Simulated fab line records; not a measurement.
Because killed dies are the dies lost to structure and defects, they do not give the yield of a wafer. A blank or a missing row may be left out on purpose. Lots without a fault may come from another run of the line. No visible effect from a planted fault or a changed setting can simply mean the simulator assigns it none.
Which tool did it?    flow n5 finfet    12 lots with 36 wafers sampled at 2 steps, on a route of 1938 steps

WHAT THE GAUGES READ, wafer by wafer
N5_BEOL_M6_OCD_MEAS_38.
lot   measured      on      trench depth nm (nm)
L075  day 10 02:37  ocd-02  92.5 98.0 92.4
L077  day 10 11:27  ocd-01  87.5 90.6 92.4
L078  day 10 13:53  ocd-02  91.6 93.4 87.6
L081  day 10 19:44  ocd-02  95.1 91.5 92.7
L082  day 11 21:08  ocd-01  91.2 93.2 91.2
L086  day 12 11:16  ocd-02  92.4 96.3 90.8
L085  day 12 18:15  ocd-02  89.2 91.2 94.0
L090  day 13 17:36  ocd-02  94.4 92.5 93.9
L089  day 13 22:10  ocd-02  91.5 94.1 91.1
L092  day 14 06:07  ocd-02  93.5 90.2 92.9
L094  day 14 23:35  ocd-01  92.4 93.5 91.3
L097  day 16 01:27  ocd-01  92.0 95.8 92.9

TOOL THAT RAN EACH LOT (tool first, then ch and the chambers of the sampled wafers, then the start)
lot   N5_BEOL_M6_ETCH_65
L075  rie diel-06 ch 2,3, day 10 02:14
L077  rie diel-05 ch 1,2,3, day 10 11:04
L078  rie diel-05 ch 0,1,2, day 10 13:31
L081  rie diel-06 ch 0,1,3, day 10 19:22
L082  rie diel-06 ch 0,1, day 11 20:46
L086  rie diel-06 ch 0,2,3, day 12 10:53
L085  rie diel-05 ch 1,2,3, day 12 17:53
L090  rie diel-02 ch 0,3, day 13 17:14
L089  rie diel-05 ch 0,2, day 13 21:47
L092  rie diel-05 ch 0,1, day 14 05:44
L094  rie diel-02 ch 0,3, day 14 23:02
L097  rie diel-06 ch 2,3, day 16 01:04
- N5_BEOL_M6_ETCH_65: etches SiARC in CF4, target depth 15.6 nm, time 26 s.

THE ANSWER, worked out from the rows above alone
Rule: usual is defined by the lots themselves. The widest of any qualifying gaps counts: lots, ordered by their means at a reading, are off when they make up no more than a third of the lots, leave a main group of 4 or more, and stand apart from it by 3 or more times the standard deviation of that group's means. If all means in a main group match to the digits the tables above print for the reading, that group is not used. A lot without any number at a reading at which 4 lots or more have one is off too. The other lots that the step has rows for count as sound.
Nothing can be told from this: no lot is off at any reading shown.

WHAT THE SIMULATOR HAD PUT IN
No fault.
